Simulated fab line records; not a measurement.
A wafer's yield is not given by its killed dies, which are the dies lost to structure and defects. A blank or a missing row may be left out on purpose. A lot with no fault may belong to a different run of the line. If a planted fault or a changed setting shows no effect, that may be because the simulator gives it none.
The tool behind it: which one? ; flow n5 finfet ; 11 lots, 33 wafers sampled, at 3 steps of a route of 1938

## WHAT EACH GAUGE READ, for each wafer
N5_PASSIVATION_INSPECT_64: inspects for defects (macro).
lot;measured;on;raw defect count
L295;day 12 06:01;defect inspect-01;1 1 1
L298;day 12 09:43;defect inspect-01;0 0 3
L301;day 13 10:38;defect inspect-02;0 1 3
L304;day 13 21:57;defect inspect-02;>300 >300 >300
L303;day 13 22:07;defect inspect-02;2 3 2
L308;day 15 04:32;defect inspect-02;>300 >300 >300
L312;day 15 21:18;defect inspect-02;2 0 2
L313;day 16 08:29;defect inspect-01;2 3 2
L314;day 17 00:39;defect inspect-02;2 3 2
L317;day 17 14:25;defect inspect-01;1 1 2
L318;day 17 14:35;defect inspect-01;3 3 5

## WHICH TOOL RAN EACH LOT (tool, then ch and the chambers of the sampled wafers, then the start)
lot;N5_PASSIVATION_ETCH_15;N5_PASSIVATION_AL_DEP_21
L295;rie diel-05 ch 1,2,3, day 12 05:22 or earlier;pvd sputter-01, day 12 05:22
L298;rie diel-03 ch 2,3, day 12 09:11 or earlier;pvd sputter-01, day 12 09:11
L301;rie diel-03 ch 2,3, day 13 10:07 or earlier;pvd sputter-03, day 13 10:07
L304;rie diel-01 ch 1,2,3, day 13 21:18 or earlier;pvd sputter-01, day 13 21:18
L303;rie diel-05 ch 0,1,3, day 13 21:25 or earlier;pvd sputter-02, day 13 21:25
L308;rie diel-05 ch 0,1, day 15 03:53 or earlier;pvd sputter-01, day 15 03:53
L312;rie diel-03 ch 2,3, day 15 20:46 or earlier;pvd sputter-03, day 15 20:46
L313;rie diel-05 ch 0,2,3, day 16 07:51 or earlier;pvd sputter-03, day 16 07:51
L314;rie diel-03 ch 1,2,3, day 17 00:00 or earlier;pvd sputter-02, day 17 00:00
L317;rie diel-05 ch 1,3, day 17 13:46 or earlier;pvd sputter-03, day 17 13:46
L318;rie diel-03 ch 0,1,3, day 17 13:51 or earlier;pvd sputter-01, day 17 13:51
- N5_PASSIVATION_ETCH_15: etches SiCN in CF4/N2, target depth 75 nm, time 81.2 s.
- N5_PASSIVATION_AL_DEP_21: deposits Al, target thk 2800 nm, time 170 s.

## THE ANSWER, worked out from the rows above alone
Rule: usual is defined by the lots themselves. The widest of any qualifying gaps counts: lots, ordered by their means at a reading, are off when they make up no more than a third of the lots, leave a main group of 4 or more, and stand apart from it by 3 or more times the standard deviation of that group's means. A main group is skipped when, at the precision printed for the reading in the tables above, its means are all equal. A lot without any number at a reading at which 4 lots or more have one is off too. Where the step has rows for the other lots, those lots are counted as sound.
Off: L304, L308, at N5_PASSIVATION_INSPECT_64 (raw defect count). Without a number there: L304, L308. The main group has a mean of 1.9 with a standard deviation of 0.83.
If a tool, at a process step before that reading, ran all the lots that are off and no sound lot after the first of them, it fits. Gauges at N5_PASSIVATION_INSPECT_64: tried the same way as those tools. N5_PASSIVATION_ETCH_15: start missing for some lots; hours and lot order therefore follow N5_PASSIVATION_AL_DEP_21. No candidate that was tried fits.

## WHAT HAD BEEN PUT IN BY THE SIMULATOR
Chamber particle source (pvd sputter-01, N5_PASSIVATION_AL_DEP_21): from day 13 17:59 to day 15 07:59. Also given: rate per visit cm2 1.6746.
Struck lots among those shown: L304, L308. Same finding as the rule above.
